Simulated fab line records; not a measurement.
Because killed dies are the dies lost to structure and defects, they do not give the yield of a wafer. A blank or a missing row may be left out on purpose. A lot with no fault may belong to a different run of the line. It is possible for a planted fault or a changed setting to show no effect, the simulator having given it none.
fab line records -- flow nand-harc -- part 2 of 2: steps 22 to 27 of 27
record lots=5, wafers=15, last-day=23
route steps=1159 shown A_CONTACT@919
lots untouched by any fault: they come from a run of this same line in which no faults occurred
start-h: start of the lot's first displayed wafer, in hours after the record's first day -- wait-h: hours elapsed since this lot's preceding step -- " as in the row above -- L1.1+2: a single row standing in for several wafers -- - no value present, or no start provided -- * or withheld: withheld -- < > ~ a bound
route shown NAME@n: names a module that has steps shown in the file, with the first one's number in the route -- usual: mean/standard deviation taken from wafers without a fault -- same: alike in all rows -- chamber/n: place in a boat -- sites: per-site readings -- _std_site: their standard deviation -- _edge_site: mean of outer sites minus mean of inner sites -- radius-mm: how far each site lies from the wafer's centre -- mask NAME#n: copy n -- behind: the tool/chamber that last shaped the wafer -- hold: reason for holding the lot/hours on hold/outcome of the hold -- device: transistor that didn't switch, given as n, p or np -- end of line: the tests these same wafers got at the end of their route -- where a step has no rows: the recipe by itself -- killed: dies that structure and defects cost at the first sort, which is not the same as the wafer's yield -- map: shows each die of a wafer: x if killed, . if not, _ if none is there
set.NAME: the setting the step ran with; set.NAME@STEP: the setting that earlier step ran with -- model.NAME: the simulator's own value behind a step, which no gauge read
certain route steps with their lots: each step a table, each wafer a row
services: a tool's chamber out of use, with start hour (start-h, from the record's first day; less than 0 if before it), hours out, and reason
## steps
# step NHARC_A_CONTACT_ETCH_89
# recipe target-depth-a=2600, over-etch-frac=0.3, time-s=475.3, ion-energy-ev=200, n2-flow-sccm=150, h2-flow-sccm=150, ar-flow-sccm=0, rf-w=400, bias-w=150, chemistry=N2/H2
# usual bias-w=150.0/0.45, drypump-motor-current-A=5.8/0.41, h2-flow-sccm=150.0/0.43, oes-product-au=1.000/0.01, rf-vpp-V=430.5/2.7, showerhead-plenum-p-Torr=2.04/0.095, throttle-valve-pct=14.172/0.0093
lot.wafer,tool,chamber,start-h,wait-h,bias-w,drypump-motor-current-A,h2-flow-sccm,oes-product-au,rf-hours-counter-h,rf-vpp-V,showerhead-plenum-p-Torr,throttle-valve-pct
L079.3,rie-diel-08,0,-,-,149.2,6.3,149.7,1.003,16,427.1,1.96,14.166
L079.2,rie-diel-08,1,-,-,150.4,6.1,149.6,0.977,19,429.1,1.99,14.159
L079.6,rie-diel-08,3,-,-,150.0,6.2,150.2,1.016,-,428.4,1.94,14.177
L084.2,rie-diel-08,1,-,-,149.6,6.1,150.1,0.970,26,429.0,1.98,14.165
L084.6,rie-diel-08,3,-,-,150.3,6.2,149.9,0.996,-,427.3,1.94,14.179
L084.5,rie-diel-08,0,-,-,151.0,6.3,150.2,1.000,-,429.0,1.96,14.190
L085.4,rie-diel-04,1,-,-,149.9,5.5,149.8,1.006,63,428.3,1.99,14.177
L085.6,rie-diel-04,1,-,-,149.4,5.5,150.0,1.005,-,429.7,1.99,14.174
L085.5,rie-diel-04,2,-,-,150.1,5.6,149.9,1.010,-,437.0,2.17,14.162
L093.4,rie-diel-08,3,-,-,149.8,6.2,150.4,1.023,1,429.2,1.93,14.179
L093.2,rie-diel-08,1,-,-,149.4,6.1,150.2,1.008,1,430.3,1.98,14.179
L093.6,rie-diel-08,0,-,-,150.0,6.3,150.4,1.029,-,428.7,1.96,14.148
L094.4,rie-diel-04,0,-,-,150.2,5.7,149.1,0.988,8,432.6,2.07,14.152
L094.2,rie-diel-04,1,-,-,151.0,5.5,150.2,1.007,7,429.0,1.99,14.168
L094.5,rie-diel-04,2,-,-,150.0,5.6,150.0,0.992,-,434.1,2.17,14.170
# step NHARC_A_CONTACT_ETCH_30
# recipe target-depth-a=605, time-s=30.2, cf4-flow-sccm=100, chf3-flow-sccm=30, ar-flow-sccm=0, rf-w=500, bias-w=200, chemistry=CF4/CHF3
# usual bias-w=200.0/0.49, drypump-motor-current-A=5.8/0.41, oes-product-au=0.934/0.02, rf-vpp-V=370.5/2.2, showerhead-plenum-p-Torr=1.57/0.066, throttle-valve-pct=16.802/0.0085
lot.wafer,tool,chamber,start-h,wait-h,bias-w,drypump-motor-current-A,oes-product-au,rf-hours-counter-h,rf-vpp-V,showerhead-plenum-p-Torr,throttle-valve-pct
L079.3,rie-diel-08,0,-,-,200.0,6.3,0.928,16,369.7,1.52,16.807
L079.2,rie-diel-08,2,-,-,200.1,4.9,0.922,17,372.5,1.66,16.794
L079.6,rie-diel-08,0,-,-,199.8,6.3,0.926,-,368.6,1.52,16.791
L084.2,rie-diel-08,3,-,-,200.2,6.2,0.924,18,368.5,1.50,16.803
L084.6,rie-diel-08,0,-,-,199.4,6.3,0.940,-,369.9,1.52,16.800
L084.5,rie-diel-08,1,-,-,199.4,6.1,0.909,-,369.5,1.53,16.795
L085.4,rie-diel-04,0,-,-,199.7,5.7,0.917,62,373.1,1.60,16.803
L085.6,rie-diel-04,2,-,-,200.1,5.6,0.930,-,372.7,1.67,16.802
L085.5,rie-diel-04,3,-,-,199.9,6.0,0.915,-,371.1,1.61,16.784
L093.2,rie-diel-08,2,-,-,200.5,4.9,0.981,1,371.5,1.66,16.791
L093.4,rie-diel-08,0,-,-,200.4,6.3,0.977,1,366.2,1.52,16.797
L093.6,rie-diel-08,2,-,-,200.0,4.9,0.989,-,373.3,1.66,16.787
L094.2,rie-diel-04,2,-,-,200.0,5.6,0.913,8,373.4,1.67,16.800
L094.4,rie-diel-04,1,-,-,200.1,5.5,0.922,7,368.4,1.54,16.795
L094.5,rie-diel-04,2,-,-,200.6,5.6,0.921,-,374.2,1.67,16.811
# step NHARC_A_CONTACT_ETCH_31
# recipe target-depth-a=20000, over-etch-frac=0.3, time-s=520, ion-energy-ev=150, o2-flow-sccm=400, cos-flow-sccm=20, ar-flow-sccm=0, rf-w=500, bias-w=300, chemistry=O2/COS
# usual bias-w=299.9/0.88, cos-flow-sccm=19.98/0.063, drypump-motor-current-A=5.8/0.41, oes-product-au=0.999/0.011, rf-vpp-V=314.2/2, showerhead-plenum-p-Torr=3.12/0.13, throttle-valve-pct=28.330/0.0095
lot.wafer,tool,chamber,start-h,wait-h,bias-w,cos-flow-sccm,drypump-motor-current-A,oes-product-au,rf-hours-counter-h,rf-vpp-V,showerhead-plenum-p-Torr,throttle-valve-pct
L079.3,rie-diel-08,0,-,-,300.0,20.04,6.3,1.000,16,311.9,3.01,28.340
L079.2,rie-diel-08,2,-,-,300.0,20.01,4.9,0.992,17,315.9,3.29,28.315
L079.6,rie-diel-08,0,-,-,299.8,20.07,6.3,0.996,-,312.8,3.01,28.329
L084.2,rie-diel-08,2,-,-,301.1,19.97,4.9,0.993,23,316.3,3.29,28.331
L084.6,rie-diel-08,3,-,-,300.6,19.99,6.2,1.011,-,311.7,2.98,28.322
L084.5,rie-diel-08,0,-,-,298.2,19.92,6.3,1.006,-,312.1,3.01,28.340
L085.4,rie-diel-04,0,-,-,299.4,20.04,5.7,1.005,62,312.9,3.18,28.357
L085.6,rie-diel-04,3,-,-,298.8,20.00,5.9,1.001,-,315.3,3.19,28.317
L085.5,rie-diel-04,0,-,-,300.1,19.95,5.7,0.998,-,316.1,3.17,28.323
L093.2,rie-diel-08,1,-,-,299.1,19.95,6.1,0.992,1,313.3,3.04,28.327
L093.4,rie-diel-08,2,-,-,300.6,20.04,4.9,1.015,1,316.3,3.29,28.311
L093.6,rie-diel-08,0,-,-,298.9,19.97,6.3,1.019,-,312.3,3.01,28.323
L094.2,rie-diel-04,0,-,-,299.3,19.99,5.7,0.987,8,314.7,3.17,28.329
L094.4,rie-diel-04,2,-,-,300.0,20.04,5.6,0.985,8,316.3,3.31,28.325
L094.5,rie-diel-04,0,-,-,300.0,20.03,5.7,0.985,-,315.2,3.17,28.298
# step NHARC_A_CONTACT_ETCH_134
# recipe source-w=withheld, pressure-mtorr=20, bias-v=withheld, time-s=140, target-depth-a=7000, ar-flow-sccm=withheld, c4f8-flow-sccm=withheld, o2-flow-sccm=withheld, chemistry=C4F8/O2/Ar
# usual oes-air-line-au=0.998/0.02
lot.wafer,tool,chamber,start-h,wait-h,oes-air-line-au,rf-hours-counter-h
L079.2,har-cap-etch-02,0,401.27,-,0.980,14
L079.3,har-cap-etch-02,0,401.27,-,1.005,-
L079.6,har-cap-etch-02,1,401.27,-,1.026,-
L084.2,har-cap-etch-02,1,439.52,-,0.973,19
L084.6,har-cap-etch-02,1,439.52,-,1.010,-
L084.5,har-cap-etch-02,0,439.52,-,0.987,-
L085.4,har-cap-etch-02,1,465.79,-,0.992,-
L085.6,har-cap-etch-02,1,465.79,-,0.985,-
L085.5,har-cap-etch-02,0,465.79,-,0.979,-
L093.2,har-cap-etch-01,1,494.31,-,1.040,80
L093.4,har-cap-etch-01,1,494.31,-,0.996,-
L093.6,har-cap-etch-01,0,494.31,-,0.972,-
L094.2,har-cap-etch-01,0,502.39,-,1.005,80
L094.4,har-cap-etch-01,1,502.39,-,0.999,-
L094.5,har-cap-etch-01,1,502.39,-,0.988,-
# step NHARC_A_CONTACT_ETCH_135
# recipe source-w=withheld, pressure-mtorr=20, bias-v=3000, time-s=132, target-depth-a=12870, ar-flow-sccm=withheld, c4f8-flow-sccm=withheld, o2-flow-sccm=withheld, chemistry=C4F8/O2/Ar
# usual oes-air-line-au=1.000/0.019
lot.wafer,tool,chamber,start-h,wait-h,oes-air-line-au,rf-hours-counter-h
L079.2,har-cap-etch-02,0,401.46,0.2,0.990,14
L079.3,har-cap-etch-02,0,401.46,0.2,1.020,-
L079.6,har-cap-etch-02,1,401.46,0.2,0.983,-
L084.2,har-cap-etch-02,1,439.72,0.2,1.001,19
L084.6,har-cap-etch-02,1,439.72,0.2,0.990,-
L084.5,har-cap-etch-02,0,439.72,0.2,0.982,-
L085.4,har-cap-etch-02,1,465.97,0.1,0.999,-
L085.6,har-cap-etch-02,1,465.97,0.1,0.975,-
L085.5,har-cap-etch-02,0,465.97,0.1,1.009,-
L093.2,har-cap-etch-01,1,494.50,0.2,1.000,80
L093.4,har-cap-etch-01,1,494.50,0.2,1.002,-
L093.6,har-cap-etch-01,0,494.50,0.2,0.998,-
L094.2,har-cap-etch-01,0,502.59,0.2,0.996,80
L094.4,har-cap-etch-01,1,502.59,0.2,0.994,-
L094.5,har-cap-etch-01,1,502.59,0.2,0.999,-
# step NHARC_A_CONTACT_ETCH_136
# recipe source-w=withheld, pressure-mtorr=20, bias-v=3000, time-s=132, target-depth-a=12870, ar-flow-sccm=withheld, c4f8-flow-sccm=withheld, o2-flow-sccm=withheld, chemistry=C4F8/O2/Ar
# usual oes-air-line-au=0.997/0.024
lot.wafer,tool,chamber,start-h,wait-h,oes-air-line-au,rf-hours-counter-h
L079.2,har-cap-etch-02,0,401.58,0.1,1.021,14
L079.3,har-cap-etch-02,0,401.58,0.1,0.983,-
L079.6,har-cap-etch-02,1,401.58,0.1,1.014,-
L084.2,har-cap-etch-02,1,439.85,0.1,0.987,19
L084.6,har-cap-etch-02,1,439.85,0.1,0.971,-
L084.5,har-cap-etch-02,0,439.85,0.1,0.994,-
L085.4,har-cap-etch-02,1,466.09,0.1,1.026,-
L085.6,har-cap-etch-02,1,466.09,0.1,1.041,-
L085.5,har-cap-etch-02,0,466.09,0.1,0.998,-
L093.2,har-cap-etch-01,1,494.62,0.1,1.022,80
L093.4,har-cap-etch-01,1,494.62,0.1,1.005,-
L093.6,har-cap-etch-01,0,494.62,0.1,0.999,-
L094.2,har-cap-etch-01,0,502.71,0.1,1.032,81
L094.4,har-cap-etch-01,1,502.71,0.1,1.051,-
L094.5,har-cap-etch-01,1,502.71,0.1,1.005,-
## services
tool,chamber,start-h,hours,kind
pecvd-04,-,376.32,13.0,pm
rie-diel-08,0,384.36,-,clean
rie-diel-08,2,384.74,5.2,repair
arfi-scanner-03,-,404.67,4.0,pm
acl-dep-03,-,405.59,13.0,pm
har-cap-etch-02,-,407.79,0.4,repair
pecvd-01,-,418.00,13.0,pm
rie-diel-04,3,419.08,20.6,repair
rie-diel-06,-,419.80,9.0,pm
arfi-scanner-01,-,430.18,0.3,repair
wet-bench-07,-,431.08,3.0,repair
acl-dep-03,-,437.56,2.2,repair
litho-track-01,-,443.00,7.0,pm
wet-bench-07,-,448.09,8.0,pm
pecvd-01,1,457.64,9.6,repair
rie-diel-04,-,466.31,9.0,pm
litho-track-06,-,467.00,7.0,pm
rie-diel-06,1,467.15,1.4,repair
pecvd-03,-,473.31,13.0,pm
acl-dep-01,-,475.61,13.0,pm
rie-diel-08,-,478.86,9.0,pm
litho-track-04,-,491.00,7.0,pm
rie-diel-06,1,498.91,4.0,repair
pecvd-01,1,499.41,4.8,repair
